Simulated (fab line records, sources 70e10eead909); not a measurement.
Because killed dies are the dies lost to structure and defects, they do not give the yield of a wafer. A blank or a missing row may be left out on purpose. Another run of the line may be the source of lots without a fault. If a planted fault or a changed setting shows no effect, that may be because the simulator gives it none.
Chamber matching || flow nand harc || 4 sister chambers for NHARC_A_STAIRCASE_CMP_472 on cmp-01
The step polishes SiO2. 8 wafers are shown with their chamber, then 10 later ones without.

## WAFERS, EACH WITH ITS CHAMBER
{"wafer": "L083.3", "chamber": 2, "motor current A (A)": 10.7}
{"wafer": "L083.5", "chamber": 2, "motor current A (A)": 10.1}
{"wafer": "L085.1", "chamber": 1, "motor current A (A)": 10.8}
{"wafer": "L085.6", "chamber": 1, "motor current A (A)": 10.9}
{"wafer": "L087.3", "chamber": 0, "motor current A (A)": 12.7}
{"wafer": "L087.6", "chamber": 3, "motor current A (A)": 10.9}
{"wafer": "L090.1", "chamber": 3, "motor current A (A)": 10.9}
{"wafer": "L090.4", "chamber": 0, "motor current A (A)": 12.1}

## WAFERS WITH NO CHAMBER GIVEN
{"wafer": "L090.6", "motor current A (A)": 11.3}
{"wafer": "L097.1", "motor current A (A)": 10.4}
{"wafer": "L097.4", "motor current A (A)": 11.4}
{"wafer": "L097.6", "motor current A (A)": 10.8}
{"wafer": "L095.2", "motor current A (A)": 11.9}
{"wafer": "L095.3", "motor current A (A)": 10.0}
{"wafer": "L095.5", "motor current A (A)": 12.0}
{"wafer": "L096.1", "motor current A (A)": 12.9}
{"wafer": "L096.2", "motor current A (A)": 10.5}
{"wafer": "L096.4", "motor current A (A)": 10.9}

## THE CHAMBER EACH PASSED THROUGH
{"wafer": "L090.6", "from the rows above": "can't be placed: 3 or 1 or 2", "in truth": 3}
{"wafer": "L097.1", "from the rows above": "can't be placed: 2 or 1 or 3", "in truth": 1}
{"wafer": "L097.4", "from the rows above": "can't be placed: 3 or 1 or 0 or 2", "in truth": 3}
{"wafer": "L097.6", "from the rows above": "can't be placed: 1 or 3 or 2", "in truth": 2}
{"wafer": "L095.2", "from the rows above": "can't be placed: 0 or 3 or 1", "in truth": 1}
{"wafer": "L095.3", "from the rows above": "can't be placed: 2 or 1 or 3", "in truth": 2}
{"wafer": "L095.5", "from the rows above": 0, "in truth": 0}
{"wafer": "L096.1", "from the rows above": 0, "in truth": 0}
{"wafer": "L096.2", "from the rows above": "can't be placed: 2 or 1 or 3", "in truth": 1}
{"wafer": "L096.4", "from the rows above": "can't be placed: 3 or 1 or 2", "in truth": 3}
Placed correctly: 2 of 10. Not placeable from these rows: 8 (in 8, the candidates include the true chamber). Wrongly placed: 0.
How it was worked out, from the rows above alone: a wafer's distance from a chamber is the root of the sum, over the readings, of the square of ((its reading less the chamber's mean) divided by the reading's scatter). If the next closest chamber is less than 2 further off than the closest, the wafer can't be placed; otherwise it belongs to the closest. A chamber's mean is the mean of its shown wafers. The scatter: take each reading less its chamber's mean, square it, sum over the shown wafers, divide by the number of wafers less the number of chambers, and take the root.
